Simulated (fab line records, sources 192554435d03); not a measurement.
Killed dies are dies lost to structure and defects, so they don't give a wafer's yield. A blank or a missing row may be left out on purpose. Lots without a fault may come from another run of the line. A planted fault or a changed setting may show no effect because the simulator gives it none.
Chamber matching | flow n5_finfet | N5_MOL_CONTACT_COAG_ALD_27 on ald_sin-04: 4 sister chambers
The step deposits SiOC, target thk 17 nm, pulse time 1.5 s, time 2720 s. 8 wafers are shown with their chamber, then 8 later ones without.

WAFERS WITH THEIR CHAMBER
wafer  | chamber | heater_power_w (W) | precursor_pulse_height_rel
L083.1 | 1       | 795                | 1.008
L089.1 | 3       | 715                | 0.967
L089.4 | 0       | 982                | 1.010
L089.6 | 2       | 863                | 0.996
L093.1 | 1       | 803                | 0.999
L093.4 | 3       | 694                | 1.014
L093.6 | 2       | 863                | 0.977
L094.1 | 0       | 978                | 0.988

WAFERS WITHOUT THEIR CHAMBER
wafer  | heater_power_w (W) | precursor_pulse_height_rel
L094.2 | 829                | 0.991
L094.3 | 688                | 0.999
L096.1 | 792                | 0.989
L096.3 | 959                | 0.974
L096.5 | 974                | 1.003
L097.3 | 686                | 1.010
L097.4 | 825                | 0.966
L097.6 | 977                | 1.008

WHICH CHAMBER EACH WENT THROUGH
wafer  | from the rows above     | in truth
L094.2 | can't be placed: 1 or 2 | 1
L094.3 | 3                       | 3
L096.1 | 1                       | 1
L096.3 | 0                       | 0
L096.5 | 0                       | 0
L097.3 | 3                       | 3
L097.4 | can't be placed: 1 or 2 | 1
L097.6 | 0                       | 0
Placed correctly: 6 of 8. Can't be placed from these rows: 2 (the true chamber is among the candidates in 2). Placed wrongly: 0.
How it was worked out, from the rows above alone: a wafer's distance from a chamber is the root of the sum, over the readings, of the square of ((its reading less the chamber's mean) divided by the reading's scatter). The wafer belongs to the nearest chamber; if the next one is less than 2 further off, it can't be placed. A chamber's mean is the mean of its shown wafers. The scatter: the root of (the sum of the squares of (reading less its chamber's mean) over the shown wafers, divided by (wafers less chambers)).
